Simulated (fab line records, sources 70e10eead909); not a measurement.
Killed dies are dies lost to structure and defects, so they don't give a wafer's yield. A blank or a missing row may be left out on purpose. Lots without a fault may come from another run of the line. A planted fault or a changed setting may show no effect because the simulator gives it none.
Which tool did it? | flow nand_harc | 24 lots, 72 wafers sampled, at 6 steps of a route of 1302

WHAT THE GAUGES READ, wafer by wafer
NHARC_P_M1_INSPECT_27. Usual: raw_defect_count 304, standard deviation 120.
lot  | measured     | on                | raw_defect_count | flag
L074 | day 6 05:26  | defect_inspect-02 | 235 196 126      |
L075 | day 6 13:20  | defect_inspect-02 | 193 426 265      |
L076 | day 7 05:52  | defect_inspect-01 | 339 295 306      |
L077 | day 7 11:43  | defect_inspect-02 | 431 266 481      |
L079 | day 8 10:19  | defect_inspect-01 | 406 510 436      |
L078 | day 8 10:59  | defect_inspect-01 | 233 247 398      |
L080 | day 9 04:54  | defect_inspect-01 | 137 211 89       |
L081 | day 9 16:01  | defect_inspect-01 | 422 733 383      |
L082 | day 9 16:21  | defect_inspect-02 | 507 294 239      |
L083 | day 10 10:58 | defect_inspect-02 | 255 428 426      |
L084 | day 10 18:37 | defect_inspect-01 | 516 378 327      |
L085 | day 11 01:22 | defect_inspect-01 | 186 325 154      |
L086 | day 11 07:31 | defect_inspect-01 | 178 256 466      |
L087 | day 11 13:25 | defect_inspect-02 | 440 271 484      |
L088 | day 12 08:19 | defect_inspect-01 | 171 390 214      |
L089 | day 12 12:00 | defect_inspect-02 | 224 221 161      |
L090 | day 13 08:03 | defect_inspect-02 | 292 134 152      |
L091 | day 13 10:31 | defect_inspect-02 | 272 218 350      |
L092 | day 14 02:39 | defect_inspect-02 | 308 237 341      |
L093 | day 14 02:58 | defect_inspect-02 | 398 182 213      |
L094 | day 14 17:08 | defect_inspect-02 | 186 197 343      |
L095 | day 15 12:29 | defect_inspect-01 | 224 255 260      |
L096 | day 15 23:56 | defect_inspect-01 | 650 523 449      |
L097 | day 16 02:53 | defect_inspect-02 | 324 300 137      |

NHARC_P_M2_INSPECT_11. Usual: raw_defect_count 4.9, standard deviation 3.
lot  | measured     | on                | raw_defect_count | flag
L074 | day 6 06:49  | defect_inspect-02 | 7 3 8            |
L075 | day 6 15:15  | defect_inspect-01 | 2 4 1            |
L076 | day 7 07:23  | defect_inspect-01 | 3 9 7            |
L077 | day 7 13:14  | defect_inspect-01 | 8 14 3           |
L079 | day 8 11:50  | defect_inspect-01 | 0 3 4            |
L078 | day 8 12:30  | defect_inspect-01 | 4 6 3            |
L080 | day 9 06:26  | defect_inspect-02 | 5 3 0            |
L081 | day 9 17:34  | defect_inspect-02 | 4 7 3            |
L082 | day 9 17:50  | defect_inspect-02 | 3 3 3            |
L083 | day 10 12:28 | defect_inspect-01 | 16 8 3           |
L084 | day 10 20:02 | defect_inspect-02 | 1 8 6            |
L085 | day 11 03:02 | defect_inspect-02 | 3 6 6            |
L086 | day 11 09:11 | defect_inspect-01 | 7 4 3            |
L087 | day 11 15:07 | defect_inspect-02 | 2 3 4            |
L088 | day 12 09:41 | defect_inspect-02 | 2 3 2            |
L089 | day 12 13:51 | defect_inspect-02 | 14 9 12          |
L090 | day 13 09:34 | defect_inspect-02 | 6 6 9            |
L091 | day 13 11:53 | defect_inspect-02 | 4 4 4            |
L092 | day 14 04:18 | defect_inspect-02 | 2 10 4           |
L093 | day 14 04:39 | defect_inspect-02 | 5 4 2            |
L094 | day 14 18:30 | defect_inspect-02 | 6 5 9            |
L095 | day 15 13:53 | defect_inspect-01 | 10 3 4           |
L096 | day 16 01:28 | defect_inspect-02 | 3 2 5            |
L097 | day 16 04:19 | defect_inspect-01 | 5 7 2            |

NHARC_P_BONDPAD_THK_MEAS_33: measures by ellipsometry. Usual: thk_nm 199.8 nm, standard deviation 1.7.
lot  | measured     | on            | thk_nm (nm)       | flag
L074 | day 6 10:42  | film_metro-01 | 198.2 200.3 201.6 |
L075 | day 6 19:16  | film_metro-02 | 200.2 201.9 198.7 |
L076 | day 7 11:14  | film_metro-02 | 200.1 198.8 196.0 |
L077 | day 7 17:34  | film_metro-02 | 199.5 201.6 201.3 |
L079 | day 8 15:40  | film_metro-02 | 201.7 199.4 201.7 |
L078 | day 8 16:19  | film_metro-01 | 201.7 200.3 199.3 |
L080 | day 9 10:17  | film_metro-02 | 198.6 200.8 197.2 |
L081 | day 9 21:25  | film_metro-02 | 197.2 198.5 196.6 |
L082 | day 9 21:43  | film_metro-01 | 199.2 197.7 195.1 |
L083 | day 10 16:21 | film_metro-01 | 198.0 200.8 201.5 |
L084 | day 10 23:53 | film_metro-01 | 200.9 202.6 199.9 |
L085 | day 11 07:04 | film_metro-02 | 202.1 200.0 200.9 |
L086 | day 11 13:12 | film_metro-01 | 200.1 203.0 203.0 |
L087 | day 11 19:11 | film_metro-02 | 199.5 199.9 201.8 |
L088 | day 12 14:15 | film_metro-01 | 200.4 196.4 196.0 |
L089 | day 12 17:44 | film_metro-02 | 197.1 198.1 200.8 |
L090 | day 13 13:33 | film_metro-02 | 199.1 199.6 200.2 |
L091 | day 13 15:47 | film_metro-02 | 198.0 200.4 200.3 |
L092 | day 14 08:08 | film_metro-02 | 199.5 203.6 201.6 |
L093 | day 14 08:29 | film_metro-01 | 199.5 197.0 200.4 |
L094 | day 14 22:21 | film_metro-02 | 199.5 201.1 199.2 |
L095 | day 15 17:51 | film_metro-01 | 199.3 197.3 197.4 |
L096 | day 16 05:18 | film_metro-02 | 198.5 198.0 198.6 |
L097 | day 16 08:10 | film_metro-01 | 200.4 196.7 200.7 |

WHICH TOOL RAN EACH LOT (tool, then ch and the chambers of the sampled wafers, then the start)
lot  | NHARC_P_M0_STRIP_18                | NHARC_P_M1_PRE_CLEAN_32         | NHARC_P_M2_DESCUM_14
L074 | rie_diel-02 ch 0,1, day 5 23:20    | pecvd-04 ch 0,1,2, day 6 05:30  | rie_diel-03 ch 1,2,3, day 6 06:53
L075 | rie_diel-11 ch 1,3, day 6 06:58    | pecvd-04 ch 0,1, day 6 13:26    | rie_diel-03 ch 2,3, day 6 15:19
L076 | rie_diel-11 ch 1,2, day 6 23:28    | pecvd-04 ch 1,2, day 7 05:56    | rie_diel-03 ch 0,3, day 7 07:27
L077 | rie_diel-11 ch 1,2,3, day 7 05:32  | pecvd-01 ch 0,1, day 7 11:49    | rie_diel-03 ch 1,3, day 7 13:18
L079 | rie_diel-11 ch 0,1, day 8 04:11    | pecvd-01 ch 0,2, day 8 10:23    | rie_diel-07 ch 0,1, day 8 11:53
L078 | rie_diel-11 ch 0,1,2, day 8 04:46  | pecvd-03 ch 0,2, day 8 11:02    | rie_diel-03 ch 1,3, day 8 12:34
L080 | rie_diel-13 ch 0,2, day 8 22:38    | pecvd-01 ch 0,1,2, day 9 05:01  | rie_diel-07 ch 0,1,2, day 9 06:29
L081 | rie_diel-02 ch 1,2, day 9 09:48    | pecvd-01 ch 0,1,2, day 9 16:05  | rie_diel-03 ch 1,2,3, day 9 17:38
L082 | rie_diel-11 ch 1,2, day 9 10:03    | pecvd-03 ch 0,1, day 9 16:25    | rie_diel-07 ch 0,1,2, day 9 17:55
L083 | rie_diel-11 ch 0,1,2, day 10 04:43 | pecvd-04 ch 0,1, day 10 11:01   | rie_diel-07 ch 0,1,2, day 10 12:32
L084 | rie_diel-02 ch 1,2,3, day 10 12:25 | pecvd-04 ch 0,1, day 10 18:41   | rie_diel-03 ch 0,1, day 10 20:06
L085 | rie_diel-02 ch 0,2, day 10 18:55   | pecvd-03 ch 0,1, day 11 01:26   | rie_diel-03 ch 1,2,3, day 11 03:05
L086 | rie_diel-11 ch 0,1,3, day 11 01:18 | pecvd-04 ch 0,2, day 11 07:37   | rie_diel-08 ch 2,3, day 11 09:14
L087 | rie_diel-02 ch 0,2,3, day 11 07:13 | pecvd-04 ch 0,2, day 11 13:31   | rie_diel-07 ch 0,1,3, day 11 15:12
L088 | rie_diel-13 ch 0,3, day 12 01:56   | pecvd-03 ch 0,1, day 12 08:25   | rie_diel-08 ch 0,2,3, day 12 09:46
L089 | rie_diel-11 ch 0,1, day 12 05:28   | pecvd-01 ch 0,1,2, day 12 12:15 | rie_diel-03 ch 0,1, day 12 13:55
L090 | rie_diel-02 ch 0,1,3, day 13 02:01 | pecvd-01 ch 1,2, day 13 08:08   | rie_diel-03 ch 2,3, day 13 09:44
L091 | rie_diel-13 ch 0,1,2, day 13 04:17 | pecvd-04 ch 0,2, day 13 10:35   | rie_diel-03 ch 0,2,3, day 13 11:57
L092 | rie_diel-13 ch 0,3, day 13 20:18   | pecvd-04 ch 0,1, day 14 02:59   | rie_diel-07 ch 0,2,3, day 14 04:22
L093 | rie_diel-02 ch 1,3, day 13 20:49   | pecvd-03 ch 0,1,2, day 14 03:05 | rie_diel-08 ch 0,3, day 14 04:43
L094 | rie_diel-02 ch 1,2, day 14 10:53   | pecvd-04 ch 0,2, day 14 17:13   | rie_diel-03 ch 0,1,2, day 14 18:34
L095 | rie_diel-11 ch 2,3, day 15 06:22   | pecvd-01 ch 0,1, day 15 12:35   | rie_diel-07 ch 0,3, day 15 13:59
L096 | rie_diel-11 ch 1,2,3, day 15 17:43 | pecvd-01 ch 1,2, day 16 00:01   | rie_diel-07 ch 0,1,2, day 16 01:31
L097 | rie_diel-02 ch 0,1,2, day 15 20:46 | pecvd-03 ch 0,1,2, day 16 02:58 | rie_diel-07 ch 0,2,3, day 16 04:23
- NHARC_P_M0_STRIP_18: strips in N2/H2.
- NHARC_P_M1_PRE_CLEAN_32: time 12 s.
- NHARC_P_M2_DESCUM_14: chemistry O2, time 3 s.

WHAT THE TOOLS THEMSELVES READ (means of the sampled wafers that have a number; where no wafer has one, the mark that the record gives instead)
NHARC_P_M0_STRIP_18. Usual: chamber_pressure_mTorr 30.000 mTorr, standard deviation 0.027; drypump_motor_current_A 5.7 A, standard deviation 0.36; oes_product_au 0.996 a.u., standard deviation 0.013; power_w 1000 W, standard deviation 3.2; rf_vpp_V 90.4 V, standard deviation 0.99; showerhead_plenum_p_Torr 1.99 Torr, standard deviation 0.099; throttle_valve_pct 14.171 %, standard deviation 0.0084.
lot  | tool        | chamber_pressure_mTorr (mTorr) | drypump_motor_current_A (A) | oes_product_au (a.u.) | power_w (W) | rf_vpp_V (V) | showerhead_plenum_p_Torr (Torr) | throttle_valve_pct (%) | flag
L074 | rie_diel-02 | 30.011                         | 6.2                         | 0.986                 | 1002        | 90.8         | 2.07                            | 14.170                 |
L075 | rie_diel-11 | 30.002                         | 5.8                         | 0.976                 | 1002        | 89.7         | 1.95                            | 14.165                 |
L076 | rie_diel-11 | 29.966                         | 5.7                         | 0.985                 | 998         | 90.2         | 1.91                            | 14.175                 |
L077 | rie_diel-11 | 30.012                         | 5.8                         | 0.981                 | 996         | 90.3         | 1.97                            | 14.171                 |
L079 | rie_diel-11 | 30.023                         | 5.9                         | 0.995                 | 999         | 89.7         | 1.88                            | 14.169                 |
L078 | rie_diel-11 | 29.992                         | 5.8                         | 0.987                 | 1003        | 90.1         | 1.91                            | 14.179                 |
L080 | rie_diel-13 | 29.985                         | 5.7                         | 1.002                 | 999         | 92.1         | 2.10                            | 14.171                 |
L081 | rie_diel-02 | 30.002                         | 5.6                         | 0.993                 | 998         | 89.8         | 1.94                            | 14.172                 |
L082 | rie_diel-11 | 29.986                         | 5.7                         | 0.983                 | 1003        | 89.6         | 1.93                            | 14.174                 |
L083 | rie_diel-11 | 30.004                         | 5.8                         | 0.990                 | 995         | 90.4         | 1.91                            | 14.176                 |
L084 | rie_diel-02 | 30.019                         | 5.4                         | 1.003                 | 999         | 91.0         | 1.99                            | 14.171                 |
L085 | rie_diel-02 | 30.003                         | 5.7                         | 1.007                 | 1001        | 91.0         | 2.06                            | 14.168                 |
L086 | rie_diel-11 | 29.997                         | 5.9                         | 0.997                 | 998         | 90.3         | 1.94                            | 14.172                 |
L087 | rie_diel-02 | 30.007                         | 5.6                         | 1.000                 | 1003        | 91.4         | 2.07                            | 14.172                 |
L088 | rie_diel-13 | 30.002                         | 5.3                         | 1.018                 | 1000        | 91.3         | 2.10                            | 14.171                 |
L089 | rie_diel-11 | 30.005                         | 5.9                         | 1.012                 | 1001        | 90.0         | 2.11                            | 14.179                 |
L090 | rie_diel-02 | 29.996                         | 5.7                         | 0.994                 | 1002        | 90.9         | 2.02                            | 14.165                 |
L091 | rie_diel-13 | 30.023                         | 5.9                         | 1.014                 | 1001        | 90.0         | 2.01                            | 14.170                 |
L092 | rie_diel-13 | 29.972                         | 5.4                         | 1.002                 | 998         | 91.1         | 2.10                            | 14.176                 |
L093 | rie_diel-02 | 30.007                         | 5.5                         | 0.998                 | 1000        | 90.2         | 1.93                            | 14.169                 |
L094 | rie_diel-02 | 29.986                         | 5.4                         | 1.009                 | 1002        | 90.9         | 1.97                            | 14.168                 |
L095 | rie_diel-11 | 29.972                         | 5.8                         | 0.988                 | 1001        | 90.8         | 1.98                            | 14.170                 |
L096 | rie_diel-11 | 29.963                         | 5.8                         | 0.992                 | 1001        | 90.4         | 1.96                            | 14.166                 |
L097 | rie_diel-02 | 30.001                         | 5.8                         | 1.004                 | 1000        | 90.2         | 2.01                            | 14.180                 |

NHARC_P_M1_PRE_CLEAN_32. Usual: heater_power_w 636 W, standard deviation 68.
lot  | tool     | heater_power_w (W) | flag
L074 | pecvd-04 | 650                |
L075 | pecvd-04 | 565                |
L076 | pecvd-04 | 627                |
L077 | pecvd-01 | 676                |
L079 | pecvd-01 | 625                |
L078 | pecvd-03 | 638                |
L080 | pecvd-01 | 675                |
L081 | pecvd-01 | 675                |
L082 | pecvd-03 | 635                |
L083 | pecvd-04 | 606                |
L084 | pecvd-04 | 611                |
L085 | pecvd-03 | 607                |
L086 | pecvd-04 | 602                |
L087 | pecvd-04 | 589                |
L088 | pecvd-03 | 691                |
L089 | pecvd-01 | 627                |
L090 | pecvd-01 | 696                |
L091 | pecvd-04 | 577                |
L092 | pecvd-04 | 574                |
L093 | pecvd-03 | 709                |
L094 | pecvd-04 | 519                |
L095 | pecvd-01 | 668                |
L096 | pecvd-01 | 662                |
L097 | pecvd-03 | 702                |

NHARC_P_M2_DESCUM_14. Usual: chamber_pressure_mTorr 59.99 mTorr, standard deviation 0.05; drypump_motor_current_A 5.8 A, standard deviation 0.33; oes_product_au 1.002 a.u., standard deviation 0.016; rf_vpp_V 57.7 V, standard deviation 0.87; showerhead_plenum_p_Torr 1.92 Torr, standard deviation 0.049; throttle_valve_pct 11.311 %, standard deviation 0.0096.
lot  | tool        | chamber_pressure_mTorr (mTorr) | drypump_motor_current_A (A) | oes_product_au (a.u.) | rf_vpp_V (V) | showerhead_plenum_p_Torr (Torr) | throttle_valve_pct (%) | flag
L074 | rie_diel-03 | 60.04                          | 6.0                         | 0.997                 | 58.2         | 1.93                            | 11.313                 |
L075 | rie_diel-03 | 60.00                          | 5.9                         | 1.016                 | 58.2         | 1.92                            | 11.317                 |
L076 | rie_diel-03 | 60.01                          | 5.6                         | 1.006                 | 58.1         | 1.97                            | 11.315                 |
L077 | rie_diel-03 | 59.98                          | 5.9                         | 1.006                 | 58.5         | 1.93                            | 11.314                 |
L079 | rie_diel-07 | 59.97                          | 6.1                         | 0.994                 | 57.2         | 1.92                            | 11.303                 |
L078 | rie_diel-03 | 59.98                          | 5.9                         | 1.002                 | 57.9         | 1.93                            | 11.316                 |
L080 | rie_diel-07 | 60.00                          | 6.0                         | 0.990                 | 58.5         | 1.92                            | 11.308                 |
L081 | rie_diel-03 | 59.99                          | 6.0                         | 0.996                 | 57.5         | 1.93                            | 11.305                 |
L082 | rie_diel-07 | 60.00                          | 6.0                         | 0.995                 | 58.1         | 1.92                            | 11.305                 |
L083 | rie_diel-07 | 59.96                          | 5.9                         | 0.992                 | 58.7         | 1.92                            | 11.312                 |
L084 | rie_diel-03 | 60.01                          | 5.7                         | 0.999                 | 57.6         | 1.98                            | 11.310                 |
L085 | rie_diel-03 | 59.95                          | 6.0                         | 1.007                 | 57.3         | 1.93                            | 11.314                 |
L086 | rie_diel-08 | 60.01                          | 5.6                         | 1.006                 | 57.0         | 1.80                            | 11.322                 |
L087 | rie_diel-07 | 60.03                          | 5.9                         | 0.998                 | 56.8         | 1.93                            | 11.314                 |
L088 | rie_diel-08 | 59.99                          | 5.6                         | 0.996                 | 58.0         | 1.80                            | 11.314                 |
L089 | rie_diel-03 | 59.96                          | 5.9                         | 0.968                 | 58.2         | 1.96                            | 11.320                 |
L090 | rie_diel-03 | 59.99                          | 5.9                         | 1.005                 | 57.1         | 1.92                            | 11.307                 |
L091 | rie_diel-03 | 60.05                          | 5.8                         | 1.009                 | 57.1         | 1.94                            | 11.315                 |
L092 | rie_diel-07 | 59.97                          | 5.8                         | 1.011                 | 57.0         | 1.93                            | 11.304                 |
L093 | rie_diel-08 | 60.00                          | 5.5                         | 1.002                 | 57.5         | 1.79                            | 11.311                 |
L094 | rie_diel-03 | 60.06                          | 5.9                         | 1.000                 | 57.0         | 1.95                            | 11.305                 |
L095 | rie_diel-07 | 59.95                          | 5.7                         | 1.013                 | 57.3         | 1.94                            | 11.307                 |
L096 | rie_diel-07 | 59.96                          | 5.9                         | 1.010                 | 57.6         | 1.92                            | 11.317                 |
L097 | rie_diel-07 | 59.96                          | 5.7                         | 1.017                 | 57.8         | 1.93                            | 11.304                 |

THE ANSWER, worked out from the rows above alone
Rule: a lot is off if the mean of its wafers that have a number lies more than 3 standard deviations from the usual mean. A lot without any number at a reading at which 4 lots or more have one is off too. The other lots that the step has rows for count as sound. The gauges are gone through in route order, then the tools' own readings, and for those a lot's mean is taken as printed above. The first step at which some lot is off is used, and at that step the reading that is off furthest; a lot without a number counts as furthest.
No lot is off at any reading shown: from this, nothing can be told.

WHAT THE SIMULATOR HAD PUT IN
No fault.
